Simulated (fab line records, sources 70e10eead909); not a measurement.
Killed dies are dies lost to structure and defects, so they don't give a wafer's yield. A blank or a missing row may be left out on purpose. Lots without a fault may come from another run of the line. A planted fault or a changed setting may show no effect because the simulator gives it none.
Chamber matching | flow nand_harc | NHARC_A_STAIRCASE_ETCH_253 on rie_diel-05: 4 sister chambers
The step etches the open film in C4F8/O2, target depth 50 nm, time 20.2 s. 8 wafers are shown with their chamber, then 10 later ones without.

WAFERS WITH THEIR CHAMBER
wafer  | chamber | rf_vpp_V (V) | oes_product_au (a.u.)
L082.3 | 0       | 904          | 0.969
L082.5 | 3       | 900          | 0.971
L082.6 | 0       | 904          | 0.973
L092.1 | 2       | 905          | 0.950
L092.2 | 1       | 897          | 0.945
L092.5 | 3       | 899          | 0.964
L094.2 | 2       | 907          | 0.980
L094.3 | 1       | 896          | 0.970

WAFERS WITHOUT THEIR CHAMBER
wafer  | rf_vpp_V (V) | oes_product_au (a.u.)
L094.4 | 900          | 0.974
L095.1 | 902          | 0.962
L095.2 | 896          | 0.955
L095.4 | 899          | 0.973
L097.3 | 899          | 0.941
L097.5 | 904          | 0.921
L097.6 | 900          | 0.939
L096.1 | 902          | 0.934
L096.3 | 899          | 0.933
L096.4 | 905          | 0.933

WHICH CHAMBER EACH WENT THROUGH
wafer  | from the rows above          | in truth
L094.4 | 3                            | 3
L095.1 | can't be placed: 0 or 3      | 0
L095.2 | 1                            | 1
L095.4 | 3                            | 3
L097.3 | can't be placed: 3 or 1      | 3
L097.5 | can't be placed: 0 or 2      | 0
L097.6 | 3                            | 3
L096.1 | can't be placed: 0 or 3 or 2 | 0
L096.3 | can't be placed: 3 or 1      | 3
L096.4 | can't be placed: 2 or 0      | 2
Placed correctly: 4 of 10. Can't be placed from these rows: 6 (the true chamber is among the candidates in 6). Placed wrongly: 0.
How it was worked out, from the rows above alone: a wafer's distance from a chamber is the root of the sum, over the readings, of the square of ((its reading less the chamber's mean) divided by the reading's scatter). The wafer belongs to the nearest chamber; if the next one is less than 2 further off, it can't be placed. A chamber's mean is the mean of its shown wafers. The scatter: the root of (the sum of the squares of (reading less its chamber's mean) over the shown wafers, divided by (wafers less chambers)).
